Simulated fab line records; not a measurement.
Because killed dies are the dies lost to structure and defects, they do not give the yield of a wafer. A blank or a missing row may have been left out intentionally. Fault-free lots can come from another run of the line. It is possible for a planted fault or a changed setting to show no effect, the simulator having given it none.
8D (eight disciplines) problem report, filled in by code | flow nand harc | the parts of the form that need people (team, actions taken, sign-off) are left out

1. THE ISSUE
killed at other at NHARC_END_SORT_01 reads a mean of 71.1 on 9 wafers of 3 lots; wafers without a fault read 0.6 with a standard deviation of 0.75. That puts it +94 standard deviations away from the usual mean.
First observed at day 20 19:23: wafer L556.2, on prober-02. The record holds 12 wafers of 4 lots with a number at this step. The rule behind "out" and "out of limits": a value lying over 4 standard deviations away from the usual mean. All remaining wafers that have a number are taken as sound.

2. WHAT IT IS, AND WHAT IT ISN'T
question                    | is                              | is not
which readings at this step | killed at other, sort_bin_3_pct | killed at array, killed open
which lots                  | L556, L558, L559                | L569
which wafers of those lots  | all that have a number          | -
read on which gauges        | prober-01, prober-02            | -
when                        | from day 20 19:23               | up to then (0 sound wafers); but 3 sound wafers of L569 came after

3. THE SUSPECTS, EACH WITH WHAT RULES IT OUT
Counting: a tool at a process step up to the reading stays a suspect if it ran every lot that is out and no sound lot after the first of them.
- ruled out: the gauge at NHARC_END_SORT_01. 2 gauges (prober-01, prober-02) read the wafers that are out.
- wet bench-10 at NHARC_THIN_TSV_STRIP_57 (strips in post etch residue remover, time 1200 s): kept. It ran every lot that is out, first L556 (day 20 04:02), and no sound lot after that.
Left after counting: wet bench-10 at NHARC_THIN_TSV_STRIP_57.

4. THE CAUSE (what the simulator had put in)
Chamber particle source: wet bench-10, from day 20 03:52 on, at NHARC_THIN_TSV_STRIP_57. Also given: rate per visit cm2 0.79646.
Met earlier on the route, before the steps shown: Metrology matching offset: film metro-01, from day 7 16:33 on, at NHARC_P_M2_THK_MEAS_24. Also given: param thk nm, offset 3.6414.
Only this tool survived the counting.

5. SEQUENCE OF EFFECTS, ordered by route
Each row: a reading whose mean over the struck wafers that have a number lies more than 3 standard deviations from the usual. Scope: only readings with a usual standard deviation given in the record; hours: median across lots of the time from each lot's start at the first step in this table that gives one to its start at this step; sigmas: change in usual standard deviations.
hours | step              | reading              | usual  | on struck wafers | change | sigmas
0     | NHARC_END_SORT_01 | defect limited yield | 95.2 % | 84.4             | -10.8  | -6.7
0     | NHARC_END_SORT_01 | killed at other      | 0.6    | 71.1             | +70.5  | +94
0     | NHARC_END_SORT_01 | killed dies          | 32     | 106              | +74    | +6.7
0     | NHARC_END_SORT_01 | sort_bin_2_pct       | 1.5 %  | 6.8              | +5.3   | +7.5
0     | NHARC_END_SORT_01 | sort_bin_3_pct       | 0.26 % | 2.92             | +2.66  | +12
0     | NHARC_END_SORT_01 | sort n pass          | 645    | 571              | -74    | -6.7
0     | NHARC_END_SORT_01 | sort yield pct       | 95.2 % | 84.4             | -10.8  | -6.7

6. WHAT WOULD HAVE CAUGHT IT SOONER
The first out-of-limits reading at a measuring or inspecting step in this record came at day 20 19:23, 16 hours after the fault's start at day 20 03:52.
No tool reading at NHARC_THIN_TSV_STRIP_57 that has a usual standard deviation in the record was out on any struck wafer, so an alarm limit of 4 standard deviations on those readings would not have fired.
Among the 3 lots that are out, L558, L559 began NHARC_THIN_TSV_STRIP_57 on wet bench-10 after day 20 19:23. A hold on the tool at that time would have spared those 2.
